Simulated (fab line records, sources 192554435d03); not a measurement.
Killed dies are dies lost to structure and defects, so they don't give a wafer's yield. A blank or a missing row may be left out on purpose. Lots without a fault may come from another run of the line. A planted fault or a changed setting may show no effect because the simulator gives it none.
Problem report in the 8D (eight disciplines) form, filled by code | flow n5_finfet | the parts of the form that need people (team, actions taken, sign-off) are left out

1. THE PROBLEM
M3_ILD_THK at N5_BEOL_M3_THK_MEAS_01 reads a mean of 117.7 nm on 3 wafers of 3 lots; wafers without a fault read 79.2 nm with a standard deviation of 0.94. That is +41 standard deviations from the usual mean.
First seen on wafer L945.6, day 10 20:36, on film_metro-01. The record holds 28 wafers of 10 lots with a number at this step. Rule for "out", or "out of limits": more than 4 standard deviations from the usual mean. The other wafers with a number count as sound.

2. WHAT IT IS AND WHAT IT IS NOT
question                    | is                           | is not
which readings at this step | M3_ILD_THK                   | -
which lots                  | L945, L950, L952             | L932, L936, L940, L942, L943, L944, L955
which wafers of those lots  | L945.6, L950.1, L952.1       | L945.3, L945.4, L950.2, L952.4
read on which gauges        | film_metro-01, film_metro-02 | -
when                        | from day 10 20:36            | up to then (20 sound wafers); but 5 sound wafers of L950, L952, L955 came after

3. SUSPECTS, AND WHAT RULES EACH OUT
Counting: a tool at a process step up to the reading stays a suspect if it ran every lot that is out. Sound lots after the first of them don't rule it out here, since some wafers of a struck lot are sound.
- the gauge at N5_BEOL_M3_THK_MEAS_01: ruled out. The wafers that are out were read on 2 gauges (film_metro-01, film_metro-02).
- pecvd-03 at N5_BEOL_M3_ILD_DEP_00 (deposits SiOC from DEMS/O2, target thk 79 nm, time 15.3 s): kept. It ran every lot that is out, first L945 (day 10 20:32); its last sound lot up to then is L944 (day 10 15:31).
Left after counting: pecvd-03 at N5_BEOL_M3_ILD_DEP_00.

4. THE CAUSE (what the simulator had put in)
Process parameter drift: pecvd-03, from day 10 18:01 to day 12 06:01, at N5_BEOL_M3_ILD_DEP_00. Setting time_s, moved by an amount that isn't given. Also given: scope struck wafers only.
Counting left only this tool.

5. THE CHAIN OF EFFECTS, in route order
Each row: a reading whose mean over the struck wafers that have a number lies more than 3 standard deviations from the usual. Only readings for which the record gives a usual standard deviation are gone through. hours: the time from each lot's start at the first step in this table that gives one to its start at this step, as a median over the lots. sigmas: the change in usual standard deviations.
hours | step                    | reading              | usual   | on struck wafers | change | sigmas
0     | N5_BEOL_M3_THK_MEAS_01  | M3_ILD_THK           | 79.2 nm | 117.7            | +38.5  | +41
148   | N5_PASSIVATION_PROBE_49 | defect_limited_yield | 91.2 %  | 0.0              | -91.2  | -61
148   | N5_PASSIVATION_PROBE_49 | killed_at_M0_to_M3   | 32      | 1102             | +1070  | +99 or more
148   | N5_PASSIVATION_PROBE_49 | killed_dies          | 103     | 1180             | +1077  | +63
148   | N5_PASSIVATION_PROBE_49 | killed_on_rim        | 14      | 152              | +138   | +31
148   | N5_PASSIVATION_PROBE_49 | sort_bin_5_function  | 5.2 %   | 95.8             | +90.6  | +96
148   | N5_PASSIVATION_PROBE_49 | sort_n_pass          | 1077    | 0                | -1077  | -63
148   | N5_PASSIVATION_PROBE_49 | sort_yield_pct       | 91.2 %  | 0.0              | -91.2  | -61
The process steps in it:
- N5_PASSIVATION_PROBE_49

6. WHAT WOULD HAVE CAUGHT IT SOONER
In this record the first reading out of limits at a measuring or inspecting step was taken at day 10 20:36, 3 hours after the fault began at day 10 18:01.
Of the tool readings at N5_BEOL_M3_ILD_DEP_00 for which the record gives a usual standard deviation, none was out on any struck wafer, so an alarm limit of 4 standard deviations on them would not have fired.
Of the lots that are out (3), L950, L952 began N5_BEOL_M3_ILD_DEP_00 on pecvd-03 after day 10 20:36. A hold on the tool at that time would have spared those 2.
